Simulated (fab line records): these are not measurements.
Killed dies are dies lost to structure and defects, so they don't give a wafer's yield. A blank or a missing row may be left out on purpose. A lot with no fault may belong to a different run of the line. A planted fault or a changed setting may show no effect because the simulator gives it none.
Tool commonality check    flow nand_harc    12 lots and 36 wafers in the sample

## REASON IT WAS OPENED
At NHARC_P_GATE_CD_MEAS_91 the reading cd_nm is flagged on 1 of 12 lots. Wafers without a fault read 2000.5 nm, standard deviation 1.6.
Rule: a lot is flagged when every wafer of it that has a number lies more than 4 standard deviations from that mean, or none has a number. All remaining lots are regarded as sound.

lot   measured      on         cd_nm (nm), wafer by wafer  flag
L805  day 5 12:23   cd_sem-01  2000.7 1997.9 1998.1        
L807  day 5 23:57   cd_sem-02  2000.7 2001.2 2000.4        
L810  day 6 08:24   cd_sem-03  2002.5 2001.9 2002.0        
L809  day 6 09:07   cd_sem-01  2001.8 2001.5 2002.6        
L808  day 6 14:55   cd_sem-01  1999.2 2001.3 2000.6        
L812  day 6 22:19   cd_sem-03  1999.1 1998.9 2000.2        
L814  day 7 12:01   cd_sem-02  2002.2 2002.2 2001.6        
L813  day 7 14:54   cd_sem-01  1929.4 1927.9 1926.7        FLAGGED
L825  day 10 10:22  cd_sem-01  1999.9 1997.7 1999.6        
L826  day 10 10:47  cd_sem-01  2001.8 2002.0 2002.6        
L827  day 10 22:32  cd_sem-02  1999.9 1999.9 1998.2        
L828  day 11 02:44  cd_sem-03  1997.5 2001.9 1999.2        
On average the flagged lots' numbers are 1928.0 nm, which is -72.5 nm against the usual, or -45 standard deviations.

## LOT BY LOT: THE TOOL USED
Before the reading, the record contains 3 process steps out of a 1159-step route. Every cell lists first the tool, next ch and the chambers used by the sampled wafers, and last the start.
lot   flag     NHARC_P_GATE_ALD_36                NHARC_P_GATE_DESCUM_48              NHARC_P_GATE_EXPOSE_88
L805           ald_sin-02 ch 0,2, day 4 22:29     rie_diel-09 ch 2,3, day 5 09:04     krf_scanner-02 ch 0, day 5 12:14
L807           ald_sin-04 ch 0,3, day 5 07:46     rie_diel-09 ch 1,2, day 5 20:37     krf_scanner-02 ch 0, day 5 23:48
L810           ald_sin-02 ch 0,3, day 5 18:44     rie_diel-09 ch 1,2,3, day 6 05:14   krf_scanner-02 ch 0, day 6 08:15
L809           ald_sin-04 ch 0,1, day 5 20:26     rie_diel-06 ch 0,1,3, day 6 06:04   krf_scanner-02 ch 0, day 6 08:58
L808           ald_sin-02 ch 0,3, day 6 02:02     rie_diel-06 ch 1,2, day 6 11:44     krf_scanner-02 ch 0, day 6 14:46
L812           ald_sin-04 ch 1,2,3, day 6 10:21   rie_diel-06 ch 1,3, day 6 18:58     krf_scanner-04 ch 0, day 6 22:10
L814           ald_sin-02 ch 0,1,3, day 7 00:16   rie_diel-06 ch 1,2,3, day 7 08:50   krf_scanner-04 ch 0, day 7 11:52
L813  FLAGGED  ald_sin-04 ch 0,1, day 7 01:19     rie_diel-11 ch 0,1,3, day 7 11:16   krf_scanner-04 ch 0, day 7 14:44
L825           ald_sin-04 ch 0,2,3, day 9 21:28   rie_diel-06 ch 1,2, day 10 07:04    krf_scanner-02 ch 0, day 10 10:12
L826           ald_sin-03 ch 1,2, day 9 21:47     rie_diel-11 ch 0,1,2, day 10 07:26  krf_scanner-04 ch 0, day 10 10:38
L827           ald_sin-02 ch 1,2,3, day 10 07:46  rie_diel-11 ch 0,1, day 10 19:10    krf_scanner-02 ch 0, day 10 22:23
L828           ald_sin-04 ch 0,1,3, day 10 12:46  rie_diel-11 ch 1,2,3, day 10 23:24  krf_scanner-04 ch 0, day 11 02:35
What these steps do:
- NHARC_P_GATE_ALD_36: deposits SiNx, target thk 20 nm, pulse time 60 s, ald cycles 223.
- NHARC_P_GATE_DESCUM_48: chemistry O2, time 3 s.
- NHARC_P_GATE_EXPOSE_88: exposes mask P HVN, target cd 2000 nm.
- NHARC_P_GATE_CD_MEAS_91: target cd 2000 nm.

## FLAGGED AGAINST TOTAL, ONE TOOL AT A TIME (gauges that did the reading follow at the end)
step                     tool            lots run  flagged  share of the flagged lots  sound lots run after its first flagged lot
NHARC_P_GATE_ALD_36      ald_sin-02      5         0        none                       -
NHARC_P_GATE_ALD_36      ald_sin-03      1         0        none                       -
NHARC_P_GATE_ALD_36      ald_sin-04      6         1        all                        2 (L825,L828)
NHARC_P_GATE_DESCUM_48   rie_diel-06     5         0        none                       -
NHARC_P_GATE_DESCUM_48   rie_diel-09     3         0        none                       -
NHARC_P_GATE_DESCUM_48   rie_diel-11     4         1        all                        3 (L826,L827,L828)
NHARC_P_GATE_EXPOSE_88   krf_scanner-02  7         0        none                       -
NHARC_P_GATE_EXPOSE_88   krf_scanner-04  5         1        all                        2 (L826,L828)
NHARC_P_GATE_CD_MEAS_91  cd_sem-01       6         1        all                        2 (L825,L826)
NHARC_P_GATE_CD_MEAS_91  cd_sem-02       3         0        none                       -
NHARC_P_GATE_CD_MEAS_91  cd_sem-03       3         0        none                       -

## WHAT IS ALLOWED BY THE TABLE
4 rows of the table ran every flagged lot: ald_sin-04 at NHARC_P_GATE_ALD_36, rie_diel-11 at NHARC_P_GATE_DESCUM_48, krf_scanner-04 at NHARC_P_GATE_EXPOSE_88, cd_sem-01 at NHARC_P_GATE_CD_MEAS_91.
- ald_sin-04 at NHARC_P_GATE_ALD_36: 1 of its 6 lots flagged. Sound lots followed the first flagged one (L825, L828) on it, something a lasting fault affecting the whole tool could not allow.
- rie_diel-11 at NHARC_P_GATE_DESCUM_48: 1 of its 4 lots flagged. Sound lots followed the first flagged one (L826, L827, L828) on it, something a lasting fault affecting the whole tool could not allow.
- krf_scanner-04 at NHARC_P_GATE_EXPOSE_88: 1 of its 5 lots flagged. Sound lots followed the first flagged one (L826, L828) on it, something a lasting fault affecting the whole tool could not allow.
- cd_sem-01 at NHARC_P_GATE_CD_MEAS_91: 1 of its 6 lots flagged. Sound lots followed the first flagged one (L825, L826) on it, something a lasting fault affecting the whole tool could not allow.
Not one row of the table ran every flagged lot while running no sound lot after the first.

## WHAT WAS PUT IN BY THE SIMULATOR
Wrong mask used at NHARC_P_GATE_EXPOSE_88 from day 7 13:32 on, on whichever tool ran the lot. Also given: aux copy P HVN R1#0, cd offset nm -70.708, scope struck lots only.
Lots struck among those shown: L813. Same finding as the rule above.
